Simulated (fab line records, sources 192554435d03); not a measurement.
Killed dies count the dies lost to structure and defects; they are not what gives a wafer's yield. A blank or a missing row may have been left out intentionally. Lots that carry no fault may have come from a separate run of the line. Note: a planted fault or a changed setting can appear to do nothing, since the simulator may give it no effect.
Which tool is to blame?    flow n5 finfet    29 wafers from 10 lots sampled at 5 of the route's 1938 steps

== WHAT THE GAUGES SHOWED, per wafer ==
N5_HKMG_FIN_OVL_MEAS_13. Usual: NWFM_OVL typically reads -0.3 nm, with standard deviation 0.73.
lot   measured     on          NWFM_OVL (nm)   flag
L845  day 4 15:26  overlay-02  -0.4 0.1 -1.0   
L847  day 4 23:59  overlay-02  -0.7 -0.2 -0.9  
L848  day 5 08:41  overlay-01  -0.7 -0.4 0.3   
L850  day 5 21:32  overlay-02  0.4 0.4 -0.3    
L853  day 6 15:43  overlay-02  -1.1 -1.9 -0.5  
L860  day 8 10:44  overlay-01  0.4 0.3 -0.3    
L861  day 8 13:28  overlay-01  0.5 0.6 0.6     
L862  day 8 20:08  overlay-01  -0.6 -0.7       
L863  day 9 03:13  overlay-01  -0.5 -0.4 -0.3  
L864  day 9 08:21  overlay-02  -1.0 0.5 -0.6   

N5_BEOL_M4_RC_MEAS_101. Usual: DIBL_N 36.5 mV/V, standard deviation 1.4; DIBL_P 36.9 mV/V, standard deviation 1.7; IOFF_N 0.163 nA/um, standard deviation 0.023; IOFF_P 0.22 nA/um, standard deviation 0.032; ION_N 673 uA/um, standard deviation 9; ION_P 462 uA/um, standard deviation 7.5; SS_N 71.6 mV/dec, standard deviation 0.54; SS_P 73.4 mV/dec, standard deviation 0.62; VT_N 249.8 mV, standard deviation 2.8; VT_P -250 mV, standard deviation 3.5.
lot   measured      on         DIBL_N (mV/V)   DIBL_P (mV/V)   IOFF_N (nA/um)     IOFF_P (nA/um)  ION_N (uA/um)  ION_P (uA/um)  SS_N (mV/dec)   SS_P (mV/dec)   VT_N (mV)          VT_P (mV)       flag
L845  day 8 14:34   prober-02  36.8 37.5 38.1  36.5 36.5 37.9  0.161 0.173 0.186  0.26 0.25 0.29  684 680 689    479 475 482    71.6 72.0 71.9  73.5 73.7 73.7  249.2 247.9 245.9  -243 -248 -244  
L847  day 8 20:10   prober-01  37.6 37.0 36.0  36.9 35.2 35.0  0.182 0.159 0.147  0.29 0.25 0.25  679 663 675    470 466 472    71.9 72.1 71.5  72.8 73.0 72.7  247.3 249.2 251.0  -242 -245 -243  
L848  day 9 18:32   prober-02  37.1 38.0 38.9  37.7 39.2 40.3  0.158 0.177 0.197  0.21 0.23 0.26  673 682 686    458 465 460    71.7 71.6 72.0  73.4 73.7 74.4  250.3 247.7 247.2  -253 -250 -249  
L850  day 9 18:59   prober-01  36.0 37.8 37.8  35.8 37.9 37.7  0.153 0.184 0.179  0.19 0.22 0.21  673 667 684    455 450 457    72.0 72.8 72.0  73.9 73.8 73.6  249.3 247.4 245.8  -253 -251 -253  
L853  day 10 17:21  prober-02  36.8 34.4 36.3  36.6 33.9 36.0  0.161 0.132 0.153  0.23 0.19 0.23  678 672 672    466 465 460    71.1 70.5 71.6  73.2 72.3 73.4  252.8 252.3 251.1  -248 -247 -249  
L860  day 12 12:41  prober-02  36.8 36.8 37.8  38.5 38.7 40.1  0.177 0.182 0.198  0.21 0.24 0.25  687 684 688    462 470 467    71.9 71.7 72.4  73.5 73.6 73.6  247.2 248.8 244.6  -251 -248 -246  
L861  day 12 16:38  prober-01  37.0 38.6 38.9  38.6 40.0 39.9  0.161 0.175 0.189  0.21 0.22 0.23  674 676 677    466 457 459    71.4 72.2 72.4  73.5 73.9 74.1  249.1 251.9 250.2  -250 -253 -251  
L862  day 12 13:56  prober-01  33.6 35.3       35.0 36.8       0.123 0.149        0.19 0.21       658 679        461 464        70.9 71.4       72.6 73.4       255.1 252.5        -251 -252       
L863  day 12 18:17  prober-02  37.8 35.1 34.4  39.6 36.1 35.9  0.191 0.142 0.128  0.22 0.17 0.17  679 671 656    457 448 454    71.9 71.0 70.8  74.2 73.7 73.8  247.5 251.1 255.7  -252 -258 -254  
L864  day 13 19:39  prober-01  32.4 33.6 33.5  32.4 34.1 33.6  0.116 0.125 0.126  0.17 0.18 0.17  662 672 670    457 472 458    70.1 70.4 70.2  72.2 72.7 72.0  252.3 252.2 247.5  -253 -251 -254  

== WHAT TOOL EACH LOT RAN ON (gives the tool, then ch and the chambers of the sampled wafers, and finally the start) ==
lot   N5_HKMG_FIN_ALD_71                  N5_HKMG_FIN_ALD_21                  N5_HKMG_FIN_W_FILL_22
L845  ald metal-02 ch 1,2, day 4 17:32    ald metal-01 ch 1,3, day 4 18:38    cvd w-02 ch 0,1, day 4 19:03
L847  ald metal-03 ch 0,1,3, day 5 02:28  ald metal-01 ch 0,2,3, day 5 03:32  cvd w-02 ch 0,1, day 5 03:59
L848  ald metal-02 ch 1,2,3, day 5 10:49  ald metal-01 ch 1,2,3, day 5 11:55  cvd w-01 ch 0,1, day 5 12:20
L850  ald metal-03 ch 0,3, day 6 00:22    ald metal-01 ch 1,2, day 6 01:44    cvd w-01 ch 0,1, day 6 02:10
L853  ald metal-03 ch 0,1, day 6 17:50    ald metal-02 ch 0,2,3, day 6 18:55  cvd w-01 ch 0,1, day 6 19:20
L860  ald metal-03 ch 1,3, day 8 12:56    ald metal-01 ch 1,2,3, day 8 14:02  cvd w-02 ch 1, day 8 14:28
L861  ald metal-03 ch 1,2,3, day 8 15:43  ald metal-01 ch 0,1,3, day 8 16:52  cvd w-01 ch 0,1, day 8 17:17
L862  ald metal-03 ch 0,3, day 8 22:17    ald metal-02 ch 0,1, day 8 23:22    cvd w-02 ch 0,1, day 8 23:47
L863  ald metal-02 ch 0,2,3, day 9 05:20  ald metal-02 ch 1,2,3, day 9 06:26  cvd w-02 ch 0,1, day 9 06:51
L864  ald metal-02 ch 0,2, day 9 10:29    ald metal-02 ch 0,3, day 9 11:35    cvd w-01 ch 0,1, day 9 12:00
- N5_HKMG_FIN_ALD_71: deposits TiN, target thk 1 nm, pulse time 1 s, purge time 3 s.
- N5_HKMG_FIN_ALD_21: deposits TiN, target thk 1.5 nm, pulse time 1 s, purge time 3 s.
- N5_HKMG_FIN_W_FILL_22: material W, target thk 60 nm, time 18.2 s.

== WHAT THE TOOLS THEMSELVES READ (means of the sampled wafers that have a number; where no wafer has one, the mark that the record gives instead) ==
N5_HKMG_FIN_ALD_71. Usual: heater power w 884 W, standard deviation 75; precursor pulse height rel 0.999, standard deviation 0.021.
lot   tool          heater power w (W)  precursor pulse height rel  flag
L845  ald metal-02  846                 1.010                       
L847  ald metal-03  895                 1.006                       
L848  ald metal-02  886                 1.008                       
L850  ald metal-03  824                 0.993                       
L853  ald metal-03  975                 1.003                       
L860  ald metal-03  980                 0.990                       
L861  ald metal-03  902                 0.988                       
L862  ald metal-03  848                 0.994                       
L863  ald metal-02  865                 1.013                       
L864  ald metal-02  841                 0.986                       

N5_HKMG_FIN_ALD_21. Usual: heater power w 912 W, standard deviation 70; precursor pulse height rel 0.999, standard deviation 0.019.
lot   tool          heater power w (W)  precursor pulse height rel  flag
L845  ald metal-01  1008                0.987                       
L847  ald metal-01  922                 1.006                       
L848  ald metal-01  961                 0.989                       
L850  ald metal-01  971                 1.003                       
L853  ald metal-02  876                 0.984                       
L860  ald metal-01  978                 0.994                       
L861  ald metal-01  959                 0.992                       
L862  ald metal-02  892                 1.006                       
L863  ald metal-02  883                 1.014                       
L864  ald metal-02  904                 1.015                       

N5_HKMG_FIN_W_FILL_22. Usual: heater power w 885 W, standard deviation 73; throttle valve pct 18.9 %, standard deviation 0.87.
lot   tool      heater power w (W)  throttle valve pct (%)  flag
L845  cvd w-02  936                 18.1                    
L847  cvd w-02  929                 18.1                    
L848  cvd w-01  800                 19.7                    
L850  cvd w-01  812                 19.6                    
L853  cvd w-01  851                 19.3                    
L860  cvd w-02  966                 17.9                    
L861  cvd w-01  807                 19.7                    
L862  cvd w-02  952                 18.6                    
L863  cvd w-02  963                 18.4                    
L864  cvd w-01  846                 19.4                    

== THE ANSWER, worked out from the rows above alone ==
Rule: a lot is off if the mean of its wafers that have a number lies more than 3 standard deviations from the usual mean. A lot without any number at a reading at which 4 lots or more have one is off too. The other lots that the step has rows for count as sound. First the gauges in route order, then the tools' own readings, where a lot's mean is used as printed above. At the first step where some lot is off, the reading lying furthest off is the one used; lots without a number count as furthest.
Nothing can be told from this: no lot is off at any reading shown.

== WHAT THE SIMULATOR PUT IN ==
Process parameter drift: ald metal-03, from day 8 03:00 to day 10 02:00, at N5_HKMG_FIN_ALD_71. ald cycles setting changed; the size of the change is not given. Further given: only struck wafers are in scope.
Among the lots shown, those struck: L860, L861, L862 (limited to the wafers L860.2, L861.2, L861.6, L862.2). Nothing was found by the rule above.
